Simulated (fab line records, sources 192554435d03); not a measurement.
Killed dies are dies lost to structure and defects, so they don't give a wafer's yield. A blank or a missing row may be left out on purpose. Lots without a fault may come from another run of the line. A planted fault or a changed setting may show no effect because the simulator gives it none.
Chamber matching | flow n5_finfet | N5_BEOL_M5_STRIP_64 on rie_diel-05: 4 sister chambers
The step strips in CF4. 4 wafers are shown with their chamber, then 7 later ones without.

WAFERS WITH THEIR CHAMBER
wafer  | chamber | throttle_valve_pct (%)
L083.5 | 2       | 13.32
L093.5 | 0       | 13.58
L094.2 | 3       | 13.13
L094.4 | 1       | 13.45

WAFERS WITHOUT THEIR CHAMBER
wafer  | throttle_valve_pct (%)
L094.6 | 13.35
L096.1 | 13.12
L096.5 | 13.35
L096.6 | 13.45
L097.2 | 13.13
L097.5 | 13.46
L097.6 | 13.11

WHICH CHAMBER EACH WENT THROUGH
wafer  | from the rows above | in truth
L094.6 | 2                   | 2
L096.1 | 3                   | 3
L096.5 | 2                   | 2
L096.6 | 1                   | 1
L097.2 | 3                   | 3
L097.5 | 1                   | 1
L097.6 | 3                   | 3
Placed correctly: 7 of 7. Can't be placed from these rows: 0. Placed wrongly: 0.
How it was worked out, from the rows above alone: a wafer's distance from a chamber is the root of the sum, over the readings, of the square of ((its reading less the chamber's mean) divided by the reading's scatter). The wafer belongs to the nearest chamber; if the next one is less than 2 further off, it can't be placed. A chamber's mean is the mean of its shown wafers. The scatter: with one shown wafer a chamber, the root of the mean of the squares of how far each hidden wafer lies from its nearest shown one.
